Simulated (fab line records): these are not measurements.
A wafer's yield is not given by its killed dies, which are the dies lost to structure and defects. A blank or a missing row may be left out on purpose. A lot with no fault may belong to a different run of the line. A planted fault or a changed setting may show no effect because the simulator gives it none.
Split-lot experiment -- flow n5 finfet -- 7 lots, 39 wafers read, on a route of 1938 steps

== ON THE SPLIT ==
At N5_BEOL_M3_ILD_DEP_00 (deposits SiOC from DEMS/O2, target thk 79 nm, time 15.3 s), the setting target thk a was moved away from the recipe's 790 angstrom on 12 of the 39 wafers read, by +47.0% to +56.6%. All remaining wafers had this setting at the recipe value.

Split to reading: the file shows no intervening step.

== THE READING ==
M3_ILD_THK, in nm, at N5_BEOL_M3_THK_MEAS_01. A value of 79.4 nm with a standard deviation of 1.1 nm is what fault-free wafers of this fab line usually give.

wafer,"tool, chamber at the split","target thk a as run, angstrom",against the recipe,"M3_ILD_THK, nm",against lot-mates on the recipe
L077.1,"pecvd-01, 2",790,recipe,78.2,-
L077.3,"pecvd-01, 1",790,recipe,77.8,-
L077.6,"pecvd-01, 1",790,recipe,79.5,-
L085.1,"pecvd-03, 0",790,recipe,78.3,-
L085.2,"pecvd-03, 2",790,recipe,77.7,-
L085.3,"pecvd-03, 1",790,recipe,79.2,-
L085.4,"pecvd-03, 0",790,recipe,79.7,-
L085.5,"pecvd-03, 1",790,recipe,81.8,-
L085.6,"pecvd-03, 2",790,recipe,80.0,-
L087.1,"pecvd-01, 1",790,recipe,77.9,-
L087.2,"pecvd-01, 2",790,recipe,77.2,-
L087.3,"pecvd-01, 0",790,recipe,77.9,-
L087.4,"pecvd-01, 2",1161,+47.0%,116.1,+38.4
L087.5,"pecvd-01, 0",1161,+47.0%,117.0,+39.3
L087.6,"pecvd-01, 1",1161,+47.0%,116.7,+39.0
L090.1,"pecvd-03, 2,1",790,recipe,78.9,-
L090.2,"pecvd-03, 0",790,recipe,77.5,-
L090.3,"pecvd-03, 2,1",790,recipe,78.9,-
L090.4,"pecvd-03, 1",790,recipe,81.3,-
L090.5,"pecvd-03, 2",790,recipe,79.4,-
L090.6,"pecvd-03, 0",790,recipe,79.5,-
L093.1,"pecvd-01, 0,2",790,recipe,78.4,-
L093.2,"pecvd-01, 1",1216,+53.9%,120.2,+41.5
L093.3,"pecvd-01, 0,2",790,recipe,78.4,-
L093.4,"pecvd-01, 0",1216,+53.9%,121.8,+43.1
L093.5,"pecvd-01, 1",1216,+53.9%,122.2,+43.5
L093.6,"pecvd-01, 2",790,recipe,79.3,-
L095.1,"pecvd-01, 2",1237,+56.6%,121.5,+42.7
L095.2,"pecvd-01, 0",790,recipe,77.7,-
L095.3,"pecvd-01, 0",790,recipe,79.1,-
L095.4,"pecvd-01, 2",1237,+56.6%,123.9,+45.1
L095.5,"pecvd-01, 2",1237,+56.6%,124.2,+45.4
L095.6,"pecvd-01, 0",790,recipe,79.5,-
L097.1,"pecvd-03, 1",790,recipe,80.5,-
L097.2,"pecvd-03, 0,2,0",1185,+50.0%,118.3,+37.2
L097.3,"pecvd-03, 0,2,0",1185,+50.0%,118.4,+37.3
L097.4,"pecvd-03, 2",790,recipe,81.2,-
L097.5,"pecvd-03, 1",790,recipe,81.5,-
L097.6,"pecvd-03, 0,2,0",1185,+50.0%,118.5,+37.4
When a row names more than one chamber, that row covers several wafers, and the file does not tell which wafer ran in which chamber.

FIT RESULTS
A straight line over all 39 wafers: M3_ILD_THK changes by +0.786 nm for each +1% of target thk a; r = +1.00; the points scatter about the line by 1.2 nm.
The same after taking each lot's own level away (the mean of its wafers on the recipe; 39 wafers): +0.787 nm for each +1%; r = +1.00; scatter 1.2 nm.
According to that fit, moving target thk a by its largest amount changes the reading by 45 nm.
The span of the lots' own levels, 77.67 to 81.07 nm, comes to 3.1 times the standard deviation stated above.
The two slopes agree, so the slope changes little with the lot-to-lot level.
Check: with one of the wafers moved furthest among these (+56.6%) left out of the fit, the line predicts +44.7 nm for it against its lot-mates. Against them it came out at +42.7 nm.

== OTHER SPLITS ON THESE WAFERS ==
Other splits were also applied to these wafers ahead of the reading. Each is held against what the fit with the lots' levels taken away leaves over:
other split on the same wafers,wafers away from the commonest value,r with M3_ILD_THK (lot level and that fit taken away)
N5_BEOL_M1_ETCH_64 time s,12,+0.12

== THE WHOLE CHAIN: every reading that the file lists as answering this split, in the file's order ==
step,what it does,reading,change (the file's fit),r (the file's)
N5_BEOL_M3_ILD_DEP_00,"deposits SiOC from DEMS/O2, target thk 79 nm, time 15.3 s","SiOC_of_BEOL_M3_ILD_DEP_00.thk nm (the simulator's own value, which no gauge read)",+0.786 nm for each +1% of the setting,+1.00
N5_BEOL_M3_THK_MEAS_01,,M3_ILD_THK,+0.787 for each +1% of the setting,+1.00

== THE FILE'S OWN FIT ==
M3_ILD_THK changes by +0.787 nm for each +1% of target thk a, r = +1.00.
